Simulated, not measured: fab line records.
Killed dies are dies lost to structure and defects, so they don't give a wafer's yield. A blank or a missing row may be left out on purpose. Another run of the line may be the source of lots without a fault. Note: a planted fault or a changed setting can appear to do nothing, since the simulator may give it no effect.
fab line records | flow n5Finfet
[record] lots = 14 | wafers = 41 | lastDay = 19
route steps=1938 shown BEOL_M14@1736 BEOL_M15@1773
lots that met no fault: from a run of the same line without faults
startH: the number of hours between the record's first day and the start of the first shown wafer of the lot | waitH: hours since the lot's step before | " the same as in the row above | L1.1+2: a single row standing in for several wafers | - no value, or no start was given | * or withheld: withheld | < > ~ a bound
route shown NAME@n: a module of which the file shows steps, and the number in the route of the first | usual: mean/standard deviation taken from wafers without a fault | same: alike in all rows | chamber/n: place in a boat | sites: readings site by site | _std_site: their standard deviation | _edge_site: mean of outer sites minus mean of inner sites | radiusMm: how far each site lies from the wafer's centre | mask NAME#n: copy n | behind: the most recent tool/chamber to have shaped the wafer | hold: why the lot was held/for how many hours/how that ended | device: names the non-switching transistor (n, p or np) | end of line: tests of these same wafers at the route's end | a step given without rows: its recipe and nothing more | killed: count of dies lost to structure and defects at first sort (not the wafer's yield) | map: a wafer's dies, x killed, . not, _ none there
set.NAME: the setting that was run; set.NAME@STEP: the one run at that earlier step | model.NAME: the simulator's own value behind a step, which no gauge read
the route's steps for a sample of lots (tables are steps, rows are wafers)
services: a tool's chamber out of use, with start hour (startH, from the record's first day; less than 0 if before it), hours out, and reason
[[steps]]
[step N5_BEOL_M14_CD_MEAS_17]
[recipe] targetCdNm = 250 | polarity = opening
[usual] cdNm = 251.6/2
lot.wafer | tool     | chamber | startH | waitH | cdNm
L150.1    | cdSem-02 | -       | 307.07 | 0.0   | 252.3
L150.3    | "        | -       | "      | "     | 253.8
L150.5    | "        | -       | "      | "     | 252.7
L149.3    | cdSem-03 | -       | 310.70 | 0.0   | 253.0
L149.4    | "        | -       | "      | "     | 251.4
L149.5    | "        | -       | "      | "     | 251.7
L151.3    | cdSem-01 | -       | 311.19 | 0.0   | 252.3
L151.4    | "        | -       | "      | "     | 255.0
L151.6    | "        | -       | "      | "     | 254.3
L147.1    | cdSem-02 | -       | 327.99 | 0.0   | 252.3
L147.4    | "        | -       | "      | "     | 249.7
L147.5    | "        | -       | "      | "     | 250.5
L153.2    | cdSem-02 | -       | 330.37 | 0.0   | 254.6
L153.3    | "        | -       | "      | "     | 255.2
L153.5    | "        | -       | "      | "     | 251.1
L154.1    | cdSem-03 | -       | 347.34 | 0.0   | 249.9
L154.4    | "        | -       | "      | "     | 252.9
L154.6    | "        | -       | "      | "     | 251.1
L156.2    | cdSem-02 | -       | 363.53 | 0.0   | 249.1
L156.4    | "        | -       | "      | "     | 248.1
L159.3    | cdSem-02 | -       | 364.93 | 0.0   | 251.6
L159.4    | "        | -       | "      | "     | 251.3
L159.5    | "        | -       | "      | "     | 252.9
L157.1    | cdSem-03 | -       | 370.13 | 0.0   | 247.8
L157.3    | "        | -       | "      | "     | 251.2
L157.6    | "        | -       | "      | "     | 255.3
L160.3    | cdSem-03 | -       | 382.61 | 0.0   | 251.7
L160.5    | "        | -       | "      | "     | 253.0
L160.6    | "        | -       | "      | "     | 253.3
L161.1    | cdSem-02 | -       | 383.73 | 0.0   | 251.0
L161.3    | "        | -       | "      | "     | 252.1
L161.4    | "        | -       | "      | "     | 253.2
L166.2    | cdSem-02 | -       | 386.76 | 0.0   | 250.8
L166.3    | "        | -       | "      | "     | 251.3
L166.6    | "        | -       | "      | "     | 254.6
L167.1    | cdSem-01 | -       | 433.89 | 0.0   | 248.5
L167.2    | "        | -       | "      | "     | 252.8
L167.3    | "        | -       | "      | "     | 251.3
L168.1    | cdSem-03 | -       | 433.99 | 0.0   | 247.3
L168.2    | "        | -       | "      | "     | 253.1
L168.4    | "        | -       | "      | "     | 251.1
[step N5_BEOL_M14_ETCH_67]
[recipe] chemistry = CF4 | target = SiARC | targetDepthA = 1430 | timeS = 238.3 | ionEnergyEv = 80 | pressureMtorr = 40 | sourceW = 545 | biasW = 36 | Ar_flow_sccm = 100 | cf4FlowSccm = 100 | ends = cleared
[usual] drypumpMotorCurrentA = 5.8/0.55 | etchRfOnTimeS = 235/4.5 | oesProductAu = 0.72/0.072 | rfVppV = 184.3/1.2 | showerheadPlenumPTorr = 2.16/0.072 | throttleValvePct = 15.44/0.29
lot.wafer | tool       | chamber | startH | waitH | drypumpMotorCurrentA | etchRfOnTimeS | oesProductAu | rfHoursCounterH | rfVppV | showerheadPlenumPTorr | throttleValvePct
L150.1    | rieDiel-03 | 3       | 307.66 | 0.0   | 6.1                  | 237           | 0.82         | 12              | 186.8  | 2.26                  | 15.15
L150.3    | "          | 0       | "      | "     | 4.9                  | 229           | 0.74         | 47              | 184.0  | 2.10                  | 15.34
L150.5    | "          | 3       | "      | "     | 6.1                  | 241           | 0.81         | -               | 186.2  | 2.26                  | 15.16
L149.3    | rieDiel-02 | 0       | 311.14 | 0.0   | 6.1                  | 232           | 0.74         | 64              | 185.8  | 2.25                  | 15.06
L149.4    | "          | 3       | "      | "     | 6.3                  | 237           | 0.59         | 231             | 182.6  | 2.03                  | 15.49
L149.5    | "          | 0       | "      | "     | 6.1                  | 231           | 0.75         | -               | 186.5  | 2.25                  | 15.06
L151.3    | rieDiel-03 | 1       | 311.79 | 0.0   | 6.0                  | 226           | 0.65         | 211             | 185.1  | 2.21                  | 16.15
L151.4    | "          | 2       | "      | "     | 5.6                  | 242           | 0.58         | 225             | 182.8  | 2.03                  | 15.72
L151.6    | "          | 2       | "      | "     | 5.6                  | 244           | 0.58         | -               | 182.3  | 2.03                  | 15.72
L147.1    | rieDiel-02 | 1       | 328.57 | 0.0   | 5.5                  | 237           | 0.79         | 13              | 183.5  | 2.09                  | 15.58
L147.4    | "          | 0       | "      | "     | 6.1                  | 234           | 0.73         | 71              | 184.8  | 2.25                  | 15.07
L147.5    | "          | 0       | "      | "     | 6.1                  | 234           | 0.73         | -               | 186.0  | 2.25                  | 15.08
L153.2    | rieDiel-03 | 1       | 331.00 | 0.0   | 5.9                  | 229           | 0.63         | 216             | 184.9  | 2.21                  | 16.14
L153.3    | "          | 0       | "      | "     | 4.8                  | 229           | 0.74         | 54              | 182.9  | 2.10                  | 15.36
L153.5    | "          | 1       | "      | "     | 5.9                  | 228           | 0.64         | -               | 185.3  | 2.21                  | 16.14
L154.1    | rieDiel-06 | 3       | 347.91 | 0.0   | 6.8                  | 239           | 0.77         | 23              | 184.8  | 2.20                  | 15.31
L154.4    | "          | 2       | "      | "     | 6.2                  | 234           | 0.79         | -               | 184.9  | 2.17                  | 15.25
L154.6    | "          | 3       | "      | "     | 6.8                  | 239           | 0.77         | -               | 186.3  | 2.20                  | 15.31
L156.2    | rieDiel-02 | 1       | 363.98 | 0.0   | 5.5                  | 237           | 0.76         | 26              | 183.2  | 2.09                  | 15.63
L156.4    | "          | 2       | "      | "     | 5.2                  | 234           | 0.74         | -               | 183.4  | 2.11                  | 15.41
L159.3    | rieDiel-02 | 1       | 365.71 | 0.0   | 5.5                  | 234           | 0.77         | 26              | 184.8  | 2.09                  | 15.60
L159.4    | "          | 2       | "      | "     | 5.2                  | 227           | 0.76         | -               | 183.8  | 2.11                  | 15.41
L159.5    | "          | 1       | "      | "     | 5.5                  | 235           | 0.77         | -               | 183.3  | 2.09                  | 15.62
L157.1    | rieDiel-06 | 2       | 370.58 | 0.0   | 6.2                  | 231           | 0.77         | 25              | 183.9  | 2.17                  | 15.28
L157.3    | "          | 3       | "      | "     | 6.8                  | 239           | 0.74         | 34              | 184.2  | 2.20                  | 15.34
L157.6    | "          | 3       | "      | "     | 6.8                  | 240           | 0.75         | -               | 184.4  | 2.20                  | 15.33
L160.3    | rieDiel-03 | 1       | 383.06 | 0.0   | 6.0                  | 228           | 0.63         | 234             | 184.8  | 2.20                  | 16.18
L160.5    | "          | 2       | "      | "     | 5.6                  | 242           | 0.57         | -               | 184.5  | 2.03                  | 15.77
L160.6    | "          | 1       | "      | "     | 6.0                  | 226           | 0.62         | -               | 184.9  | 2.20                  | 16.18
L161.1    | rieDiel-06 | 1       | 384.30 | 0.0   | 5.2                  | 233           | 0.80         | 11              | 184.8  | 2.19                  | 15.35
L161.3    | "          | 2       | "      | "     | 6.1                  | 233           | 0.76         | 32              | 185.0  | 2.17                  | 15.31
L161.4    | "          | 3       | "      | "     | 6.8                  | 240           | 0.74         | -               | 184.7  | 2.19                  | 15.36
L166.2    | rieDiel-02 | 1       | 387.58 | 0.0   | 5.5                  | 234           | 0.75         | 36              | 183.7  | 2.09                  | 15.63
L166.3    | "          | 3       | "      | "     | 6.3                  | 237           | 0.82         | 1               | 184.8  | 2.28                  | 15.06
L166.6    | "          | 1       | "      | "     | 5.5                  | 234           | 0.75         | -               | 183.7  | 2.09                  | 15.64
L167.1    | rieDiel-06 | 1       | 434.34 | 0.0   | 5.2                  | 233           | 0.76         | 28              | 185.0  | 2.19                  | 15.39
L167.2    | "          | 2       | "      | "     | 6.2                  | 235           | 0.71         | 56              | 185.1  | 2.16                  | 15.36
L167.3    | "          | 3       | "      | "     | 6.7                  | 243           | 0.71         | 65              | 182.6  | 2.19                  | 15.39
L168.1    | rieDiel-02 | 2       | 434.72 | 0.0   | 5.2                  | 233           | 0.72         | 71              | 184.8  | 2.10                  | 15.47
L168.2    | "          | 3       | "      | "     | 6.3                  | 236           | 0.77         | 19              | 185.3  | 2.27                  | 15.11
L168.4    | "          | 1       | "      | "     | 5.5                  | 240           | 0.72         | 51              | 184.2  | 2.08                  | 15.66
[step N5_BEOL_M15_ILD_DEP_00]
[recipe] material = SiO2 | targetThkA = 16293 | tempC = 400 | precursor = TEOS/O2 | pressureTorr = 6.5 | rfW = 900 | teosFlowSccm = 161.4 | gas = O2 | flowSccm = 2650 | timeS = 346.1
[usual] chamberPressureTorr = 6.499/0.015 | heaterPowerOuterW = 273/47 | heaterPowerW = 516/74 | showerheadPlenumPTorr = 8.33/0.033 | throttleValvePct = 18.2/1.1
lot.wafer | tool     | chamber | startH | waitH | chamberPressureTorr | heaterPowerOuterW | heaterPowerW | showerheadPlenumPTorr | throttleValvePct
L150.1    | pecvd-04 | 2       | 314.99 | 0.0   | 6.500               | 284               | 511          | 8.34                  | 17.6
L150.3    | "        | 1       | "      | "     | 6.500               | 320               | 581          | 8.37                  | 18.1
L150.5    | "        | 1       | "      | "     | 6.504               | 230               | 465          | 8.38                  | 18.0
L149.3    | pecvd-03 | 0       | 315.31 | 0.0   | 6.520               | 311               | 553          | 8.35                  | 19.9
L149.4    | "        | 2       | "      | "     | 6.512               | 333               | 597          | 8.38                  | 16.7
L149.5    | "        | 1       | "      | "     | 6.519               | 205               | 479          | 8.30                  | 18.2
L151.3    | pecvd-01 | 1       | 315.39 | 0.0   | 6.490               | 268               | 612          | 8.25                  | 17.5
L151.4    | "        | 1       | "      | "     | 6.487               | 187               | 479          | 8.27                  | 17.6
L151.6    | "        | 2       | "      | "     | 6.512               | 217               | 396          | 8.29                  | 18.2
L147.1    | pecvd-04 | 2       | 336.92 | 0.0   | 6.492               | 243               | 484          | 8.30                  | 17.7
L147.4    | "        | 1       | "      | "     | 6.493               | 226               | 460          | 8.38                  | 17.6
L147.5    | "        | 1       | "      | "     | 6.495               | 306               | 567          | 8.38                  | 17.8
L153.2    | pecvd-03 | 0       | 338.36 | 0.0   | 6.521               | 326               | 558          | 8.35                  | 20.1
L153.3    | "        | 2       | "      | "     | 6.483               | 338               | 591          | 8.36                  | 16.7
L153.5    | "        | 1       | "      | "     | 6.500               | 204               | 475          | 8.30                  | 17.9
L154.1    | pecvd-03 | 1       | 351.26 | 0.0   | 6.502               | 245               | 513          | 8.31                  | 18.2
L154.4    | "        | 2       | "      | "     | 6.501               | 237               | 479          | 8.36                  | 16.9
L154.6    | "        | 1       | "      | "     | 6.478               | 309               | 598          | 8.29                  | 17.9
L156.2    | pecvd-04 | 0       | 368.25 | 0.0   | 6.485               | 272               | 441          | 8.37                  | 17.6
L156.4    | "        | 1       | "      | "     | 6.486               | 229               | 479          | 8.37                  | 17.8
L159.3    | pecvd-03 | 0       | 368.64 | 0.0   | 6.500               | 241               | 443          | 8.33                  | 20.0
L159.4    | "        | 0       | "      | "     | 6.495               | 314               | 536          | 8.34                  | 19.9
L159.5    | "        | 2       | "      | "     | 6.510               | 339               | 621          | 8.37                  | 17.0
L157.1    | pecvd-03 | 2       | 373.38 | 0.0   | 6.487               | 272               | 517          | 8.38                  | 16.7
L157.3    | "        | 0       | "      | "     | 6.512               | 240               | 459          | 8.33                  | 19.8
L157.6    | "        | 0       | "      | "     | 6.520               | 305               | 534          | 8.34                  | 19.8
L160.3    | pecvd-03 | 2       | 388.45 | 0.0   | -                   | -                 | -            | -                     | -
L160.5    | "        | 1       | "      | "     | -                   | -                 | -            | -                     | -
L160.6    | "        | 0       | "      | "     | -                   | -                 | -            | -                     | -
L161.1    | pecvd-04 | 0       | 389.23 | 0.0   | -                   | -                 | -            | -                     | -
L161.3    | "        | 1       | "      | "     | -                   | -                 | -            | -                     | -
L161.4    | "        | 1       | "      | "     | -                   | -                 | -            | -                     | -
L166.2    | pecvd-03 | 0       | 391.41 | 0.0   | 6.499               | 296               | 513          | 8.34                  | 19.8
L166.3    | "        | 2       | "      | "     | 6.505               | 349               | 620          | 8.36                  | 16.7
L166.6    | "        | 2       | "      | "     | 6.507               | 235               | 466          | 8.37                  | 16.7
L167.1    | pecvd-04 | 1       | 438.86 | 0.0   | 6.499               | 337               | 612          | 8.39                  | 17.7
L167.2    | "        | 2       | "      | "     | 6.471               | 287               | 509          | 8.34                  | 18.0
L167.3    | "        | 0       | "      | "     | 6.501               | 202               | 343          | 8.33                  | 17.6
L168.1    | pecvd-04 | 0       | 440.10 | 0.0   | 6.490               | 220               | 373          | 8.34                  | 17.5
L168.2    | "        | 2       | "      | "     | 6.522               | 321               | 574          | 8.31                  | 17.6
L168.4    | "        | 0       | "      | "     | 6.503               | 252               | 423          | 8.35                  | 17.1
[step N5_BEOL_M15_DESCUM_15]
[recipe] chemistry = O2 | timeS = 7.9 | sourcePowerW = 50 | biasPowerW = 20 | pressureMtorr = 20 | rfFrequencyHz = 2.712e+07 | tempC = 40 | o2FlowSccm = 225
[usual] biasPowerW = 20.00/0.054 | drypumpMotorCurrentA = 5.6/0.47 | oesProductAu = 0.81/0.082 | rfVppV = 243.0/1.4 | showerheadPlenumPTorr = 2.08/0.078 | throttleValvePct = 20.52/0.21
lot.wafer | tool       | chamber | startH | waitH | biasPowerW | drypumpMotorCurrentA | oesProductAu | rfHoursCounterH | rfVppV | showerheadPlenumPTorr | throttleValvePct
L150.1    | rieDiel-01 | 1       | 315.76 | 0.0   | 19.99      | 6.2                  | 0.68         | 243             | 244.2  | 2.17                  | 20.61
L150.3    | "          | 0       | "      | "     | 19.89      | 6.1                  | 0.88         | 27              | 244.4  | 2.12                  | 20.47
L150.5    | "          | 1       | "      | "     | 19.96      | 6.2                  | 0.68         | -               | 244.7  | 2.17                  | 20.60
L149.3    | rieDiel-05 | 3       | 316.08 | 0.0   | 19.97      | 5.0                  | 0.82         | 77              | 242.1  | 2.01                  | 20.24
L149.4    | "          | 2       | "      | "     | 19.95      | 5.5                  | 0.73         | 181             | 241.8  | 2.02                  | 20.71
L149.5    | "          | 1       | "      | "     | 19.96      | 5.8                  | 0.83         | -               | 245.9  | 2.22                  | 20.78
L151.3    | rieDiel-01 | 0       | 316.17 | 0.1   | 19.95      | 6.1                  | 0.88         | 27              | 244.2  | 2.12                  | 20.47
L151.4    | "          | 1       | "      | "     | 19.99      | 6.1                  | 0.69         | 243             | 243.2  | 2.17                  | 20.62
L151.6    | "          | 0       | "      | "     | 19.87      | 6.1                  | 0.90         | -               | 244.3  | 2.12                  | 20.46
L147.1    | rieDiel-05 | 2       | 337.86 | 0.2   | 19.97      | 5.5                  | 0.73         | 187             | 240.0  | 2.02                  | 20.71
L147.4    | "          | 3       | "      | "     | 20.07      | 5.0                  | 0.81         | 83              | 241.7  | 2.01                  | 20.25
L147.5    | "          | 1       | "      | "     | 20.11      | 5.9                  | 0.83         | -               | 245.8  | 2.21                  | 20.77
L153.2    | rieDiel-04 | 0       | 339.13 | 0.0   | 19.97      | 5.8                  | 0.90         | 15              | 241.8  | 2.04                  | 20.31
L153.3    | "          | 1       | "      | "     | 20.02      | 5.8                  | 0.79         | 112             | 241.2  | 2.03                  | 20.61
L153.5    | "          | 2       | "      | "     | 20.04      | 5.5                  | 0.73         | -               | 241.6  | 1.98                  | 20.23
L154.1    | rieDiel-04 | 1       | 352.03 | 0.0   | 20.01      | 5.7                  | 0.80         | 116             | 242.0  | 2.03                  | 20.63
L154.4    | "          | 3       | "      | "     | 19.98      | 5.9                  | 0.95         | 8               | 241.1  | 2.07                  | 20.55
L154.6    | "          | 1       | "      | "     | 20.04      | 5.7                  | 0.80         | -               | 242.4  | 2.03                  | 20.63
L156.2    | rieDiel-05 | 3       | 369.69 | 0.1   | 20.00      | 5.0                  | 0.80         | 93              | 242.3  | 2.01                  | 20.27
L156.4    | "          | 2       | "      | "     | 20.08      | 5.5                  | 0.73         | -               | 242.1  | 2.01                  | 20.74
L159.3    | rieDiel-01 | 0       | 370.17 | 0.6   | 20.01      | 6.1                  | 0.86         | 47              | 244.9  | 2.12                  | 20.50
L159.4    | "          | 1       | "      | "     | 20.10      | 6.2                  | 1.00         | 2               | 244.5  | 2.17                  | 20.22
L159.5    | "          | 0       | "      | "     | 19.93      | 6.1                  | 0.85         | -               | 243.9  | 2.12                  | 20.48
L157.1    | rieDiel-04 | 2       | 374.15 | 0.0   | 19.97      | 5.5                  | 0.72         | 193             | 241.9  | 1.98                  | 20.24
L157.3    | "          | 1       | "      | "     | 19.97      | 5.7                  | 0.78         | 123             | 242.5  | 2.02                  | 20.65
L157.6    | "          | 2       | "      | "     | 19.87      | 5.5                  | 0.72         | -               | 243.0  | 1.98                  | 20.23
L160.3    | rieDiel-01 | 3       | 389.09 | 0.0   | 19.96      | 6.3                  | 0.81         | 96              | 241.4  | 2.00                  | 20.32
L160.5    | "          | 3       | "      | "     | 20.03      | 6.3                  | 0.81         | -               | 241.9  | 2.00                  | 20.30
L160.6    | "          | 2       | "      | "     | 20.01      | 5.1                  | 0.77         | -               | 242.4  | 2.12                  | 20.40
L161.1    | rieDiel-04 | 3       | 390.07 | 0.1   | 20.05      | 5.8                  | 0.92         | 19              | 240.2  | 2.06                  | 20.58
L161.3    | "          | 0       | "      | "     | 20.01      | 5.8                  | 0.87         | 31              | 242.2  | 2.03                  | 20.33
L161.4    | "          | 1       | "      | "     | 19.98      | 5.7                  | 0.78         | 127             | 243.0  | 2.02                  | 20.65
L166.2    | rieDiel-05 | 2       | 392.06 | 0.0   | 19.98      | 5.5                  | 0.71         | 206             | 241.8  | 2.01                  | 20.74
L166.3    | "          | 0       | "      | "     | 19.96      | 4.7                  | 0.98         | 5               | 243.2  | 2.15                  | 20.39
L166.6    | "          | 1       | "      | "     | 19.96      | 5.9                  | 0.80         | -               | 245.0  | 2.21                  | 20.81
L167.1    | rieDiel-01 | 2       | 439.63 | 0.0   | 20.08      | 5.1                  | 0.76         | 119             | 244.4  | 2.11                  | 20.38
L167.2    | "          | 1       | "      | "     | 20.08      | 6.2                  | 0.92         | 22              | 244.5  | 2.16                  | 20.25
L167.3    | "          | 3       | "      | "     | 20.00      | 6.4                  | 0.80         | 109             | 240.9  | 2.00                  | 20.34
L168.1    | rieDiel-05 | 3       | 440.74 | 0.0   | 19.99      | 5.0                  | 0.78         | 107             | 241.0  | 2.00                  | 20.28
L168.2    | "          | 2       | "      | "     | 19.95      | 5.5                  | 0.70         | 222             | 242.5  | 2.00                  | 20.78
L168.4    | "          | 1       | "      | "     | 20.06      | 5.9                  | 0.78         | 134             | 245.0  | 2.20                  | 20.84
[step N5_BEOL_M15_VIA_ETCH_16]
[recipe] chemistry = C4F8/O2/Ar | target = SiO2 | heInnerTorr = 15 | heOuterTorr = 30 | targetDepthA = 17922 | timeS = withheld | ionEnergyEv = 800 | pressureMtorr = 20 | sourceW = 1905 | biasW = 2040 | Ar_flow_sccm = 400 | C4F8_flow_sccm = 16 | O2_flow_sccm = 12 | ends = cleared
[usual] drypumpMotorCurrentA = 5.6/0.47 | oes_f_703_au = 0.81/0.079 | oesProductAu = 0.73/0.075 | rfVppV = 2208/37 | showerheadPlenumPTorr = 3.42/0.1 | throttleValvePct = 31.01/0.25
lot.wafer | tool       | chamber | startH | waitH | drypumpMotorCurrentA | oes_f_703_au | oesProductAu | rfVppV | showerheadPlenumPTorr | throttleValvePct
L150.1    | rieDiel-01 | 1       | 315.85 | 0.0   | 6.2                  | 0.72         | 0.62         | 2221   | 3.49                  | 30.65
L150.3    | "          | 0       | "      | "     | 6.1                  | 0.85         | 0.80         | 2311   | 3.51                  | 31.18
L150.5    | "          | 1       | "      | "     | 6.2                  | 0.72         | 0.63         | 2221   | 3.49                  | 30.63
L149.3    | rieDiel-05 | 3       | 316.17 | 0.0   | 5.0                  | 0.83         | 0.73         | 2187   | 3.35                  | 30.97
L149.4    | "          | 2       | "      | "     | 5.5                  | 0.74         | 0.67         | 2184   | 3.32                  | 31.24
L149.5    | "          | 1       | "      | "     | 5.9                  | 0.84         | 0.75         | 2215   | 3.61                  | 31.30
L151.3    | rieDiel-01 | 0       | 316.26 | 0.0   | 6.2                  | 0.85         | 0.80         | 2311   | 3.51                  | 31.17
L151.4    | "          | 1       | "      | "     | 6.1                  | 0.72         | 0.62         | 2221   | 3.49                  | 30.63
L151.6    | "          | 0       | "      | "     | 6.1                  | 0.85         | 0.81         | 2311   | 3.52                  | 31.19
L147.1    | rieDiel-05 | 2       | 337.94 | 0.0   | 5.5                  | 0.73         | 0.67         | 2183   | 3.32                  | 31.22
L147.4    | "          | 3       | "      | "     | 5.0                  | 0.82         | 0.74         | 2188   | 3.35                  | 30.98
L147.5    | "          | 1       | "      | "     | 5.9                  | 0.82         | 0.74         | 2214   | 3.61                  | 31.29
L153.2    | rieDiel-04 | 0       | 339.21 | 0.0   | 5.8                  | 0.90         | 0.81         | 2242   | 3.37                  | 30.88
L153.3    | "          | 1       | "      | "     | 5.7                  | 0.80         | 0.72         | 2203   | 3.32                  | 31.03
L153.5    | "          | 2       | "      | "     | 5.5                  | 0.74         | 0.66         | 2127   | 3.30                  | 30.73
L154.1    | rieDiel-04 | 1       | 352.12 | 0.0   | 5.8                  | 0.80         | 0.71         | 2204   | 3.32                  | 31.05
L154.4    | "          | 3       | "      | "     | 5.9                  | 0.95         | 0.87         | 2237   | 3.41                  | 31.18
L154.6    | "          | 1       | "      | "     | 5.8                  | 0.79         | 0.71         | 2203   | 3.32                  | 31.04
L156.2    | rieDiel-05 | 3       | 369.78 | 0.0   | 5.0                  | 0.81         | 0.72         | 2188   | 3.35                  | 30.98
L156.4    | "          | 2       | "      | "     | 5.5                  | 0.73         | 0.65         | 2184   | 3.31                  | 31.23
L159.3    | rieDiel-01 | 0       | 370.26 | 0.0   | 6.2                  | 0.83         | 0.78         | 2309   | 3.50                  | 31.20
L159.4    | "          | 1       | "      | "     | 6.1                  | 1.03         | 0.90         | 2220   | 3.48                  | 30.36
L159.5    | "          | 0       | "      | "     | 6.1                  | 0.83         | 0.77         | 2310   | 3.50                  | 31.21
L157.1    | rieDiel-04 | 2       | 374.24 | 0.0   | 5.5                  | 0.73         | 0.65         | 2127   | 3.29                  | 30.74
L157.3    | "          | 1       | "      | "     | 5.7                  | 0.79         | 0.70         | 2201   | 3.31                  | 31.05
L157.6    | "          | 2       | "      | "     | 5.5                  | 0.74         | 0.65         | 2128   | 3.29                  | 30.73
L160.3    | rieDiel-01 | 3       | 389.18 | 0.0   | 6.3                  | 0.79         | 0.31         | 2199   | 3.37                  | 30.47
L160.5    | "          | 3       | "      | "     | 6.4                  | 0.79         | 0.30         | 2200   | 3.37                  | 30.48
L160.6    | "          | 2       | "      | "     | 5.1                  | 0.79         | 0.28         | 2210   | 3.45                  | 29.92
L161.1    | rieDiel-04 | 3       | 390.16 | 0.0   | 5.9                  | 0.92         | 0.34         | 2239   | 3.40                  | 30.46
L161.3    | "          | 0       | "      | "     | 5.8                  | 0.86         | 0.33         | 2240   | 3.36                  | 30.22
L161.4    | "          | 1       | "      | "     | 5.8                  | 0.78         | 0.29         | 2203   | 3.31                  | 30.36
L166.2    | rieDiel-05 | 2       | 392.15 | 0.0   | 5.5                  | 0.72         | 0.64         | 2182   | 3.31                  | 31.25
L166.3    | "          | 0       | "      | "     | 4.7                  | 0.98         | 0.89         | 2204   | 3.51                  | 30.75
L166.6    | "          | 1       | "      | "     | 5.9                  | 0.81         | 0.73         | 2213   | 3.60                  | 31.30
L167.1    | rieDiel-01 | 2       | 439.72 | 0.0   | 5.1                  | 0.78         | 0.71         | 2210   | 3.44                  | 30.66
L167.2    | "          | 1       | "      | "     | 6.2                  | 0.96         | 0.85         | 2221   | 3.47                  | 30.39
L167.3    | "          | 3       | "      | "     | 6.4                  | 0.78         | 0.72         | 2199   | 3.36                  | 31.18
L168.1    | rieDiel-05 | 3       | 440.83 | 0.0   | 5.0                  | 0.80         | 0.70         | 2187   | 3.34                  | 30.97
L168.2    | "          | 2       | "      | "     | 5.5                  | 0.70         | 0.63         | 2183   | 3.30                  | 31.23
L168.4    | "          | 1       | "      | "     | 5.9                  | 0.80         | 0.70         | 2213   | 3.59                  | 31.33
[step N5_BEOL_M15_CD_MEAS_17]
[recipe] targetCdNm = 360 | polarity = opening
[usual] cdNm = 361.7/1.9
lot.wafer | tool     | chamber | startH | waitH | cdNm
L150.1    | cdSem-01 | -       | 316.26 | 0.0   | 358.4
L150.3    | "        | -       | "      | "     | 360.6
L150.5    | "        | -       | "      | "     | 361.3
L149.3    | cdSem-02 | -       | 316.58 | 0.0   | 363.5
L149.4    | "        | -       | "      | "     | 363.2
L149.5    | "        | -       | "      | "     | 362.0
L151.3    | cdSem-01 | -       | 316.67 | 0.0   | 360.2
L151.4    | "        | -       | "      | "     | 363.6
L151.6    | "        | -       | "      | "     | 361.5
L147.1    | cdSem-03 | -       | 338.36 | 0.0   | 362.0
L147.4    | "        | -       | "      | "     | 358.8
L147.5    | "        | -       | "      | "     | 358.9
L153.2    | cdSem-03 | -       | 339.63 | 0.0   | 357.8
L153.3    | "        | -       | "      | "     | 361.0
L153.5    | "        | -       | "      | "     | 358.9
L154.1    | cdSem-03 | -       | 352.53 | 0.0   | 360.7
L154.4    | "        | -       | "      | "     | 365.0
L154.6    | "        | -       | "      | "     | 361.6
L156.2    | cdSem-03 | -       | 370.19 | 0.0   | 364.7
L156.4    | "        | -       | "      | "     | 365.9
L159.3    | cdSem-03 | -       | 370.68 | 0.0   | 362.4
L159.4    | "        | -       | "      | "     | 362.7
L159.5    | "        | -       | "      | "     | 362.0
L157.1    | cdSem-02 | -       | 374.65 | 0.0   | 363.9
L157.3    | "        | -       | "      | "     | 361.0
L157.6    | "        | -       | "      | "     | 362.3
L160.3    | cdSem-02 | -       | 389.59 | 0.0   | -
L160.5    | "        | -       | "      | "     | -
L160.6    | "        | -       | "      | "     | -
L161.1    | cdSem-02 | -       | 390.57 | 0.0   | -
L161.3    | "        | -       | "      | "     | -
L161.4    | "        | -       | "      | "     | -
L166.2    | cdSem-02 | -       | 392.56 | 0.0   | 361.3
L166.3    | "        | -       | "      | "     | 362.0
L166.6    | "        | -       | "      | "     | 359.1
L167.1    | cdSem-02 | -       | 440.13 | 0.0   | 363.8
L167.2    | "        | -       | "      | "     | 364.2
L167.3    | "        | -       | "      | "     | 362.2
L168.1    | cdSem-01 | -       | 441.24 | 0.0   | 361.7
L168.2    | "        | -       | "      | "     | 361.0
L168.4    | "        | -       | "      | "     | 362.9
[[services]]
tool       | chamber | startH | hours | kind
pecvd-01   | 2       | 284.94 | 19.7  | repair
pecvd-04   | -       | 296.71 | 4.4   | repair
rieDiel-04 | 3       | 297.44 | -     | clean
rieDiel-04 | 3       | 297.44 | -     | consumableReplace:focusRing
rieDiel-04 | 3       | 297.44 | 27.5  | scheduledDown
rieDiel-01 | 0       | 301.70 | 3.2   | repair
rieDiel-02 | -       | 336.28 | 0.6   | repair
rieDiel-01 | 1       | 338.42 | -     | clean
rieDiel-01 | 1       | 338.42 | -     | consumableReplace:focusRing
rieDiel-01 | 1       | 338.42 | 24.1  | scheduledDown
rieDiel-01 | 1       | 338.42 | 24.1  | ventCycle
rieDiel-05 | 0       | 365.49 | -     | clean
rieDiel-05 | 0       | 365.49 | -     | consumableReplace:focusRing
rieDiel-05 | 0       | 365.49 | 13.6  | scheduledDown
rieDiel-05 | 0       | 365.49 | 13.6  | ventCycle
rieDiel-06 | -       | 367.66 | 0.3   | repair
rieDiel-01 | 0       | 378.42 | 9.6   | repair
rieDiel-05 | 3       | 378.97 | 14.3  | repair
rieDiel-05 | 0       | 379.15 | 1.6   | repair
rieDiel-06 | 0       | 391.80 | 48.8  | repair
rieDiel-04 | 0       | 399.11 | 26.0  | repair
rieDiel-04 | 2       | 402.36 | 8.4   | repair
rieDiel-06 | 1       | 404.37 | 14.4  | repair
rieDiel-05 | 3       | 430.73 | 9.2   | repair
[[key]]
[firstSign] step = N5_BEOL_M15_ILD_DEP_00 | reading = toolRecord | direction = missing
[effect] step = N5_BEOL_M15_VIA_ETCH_16 | reading = oesProductAu | direction = down | sigmas = 5.7 | usual = 0.73 | struck = 0.31
[effect] step = N5_BEOL_M15_CD_MEAS_17 | reading = cdNm | direction = missing
metAt N5_BEOL_M15_ILD_DEP_00
struckLots L160,L161
laterRowsLeftOut L160.3,L160.5,L160.6,L161.1,L161.3,L161.4
sortLeftOut L160.3,L160.5,L160.6,L161.1,L161.3,L161.4
notActingAt N5_BEOL_M14_CD_MEAS_17,N5_BEOL_M14_ETCH_67,N5_BEOL_M15_DESCUM_15
onsetBetween 373.38 388.45
[fault] kind = skippedStepWhole | tool = pecvd-03,pecvd-04 | chamber = - | onsetH = 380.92 | steps = N5_BEOL_M15_ILD_DEP_00 | scope = struckLotsOnly
// sortLeftOut: the simulated sort isn't trusted on such a fault, so these wafers' sort isn't shown, and their yield isn't known
// laterRowsLeftOut: the simulator's readings of these wafers behind a module that went badly wrong aren't trusted and aren't shown, but for the sort
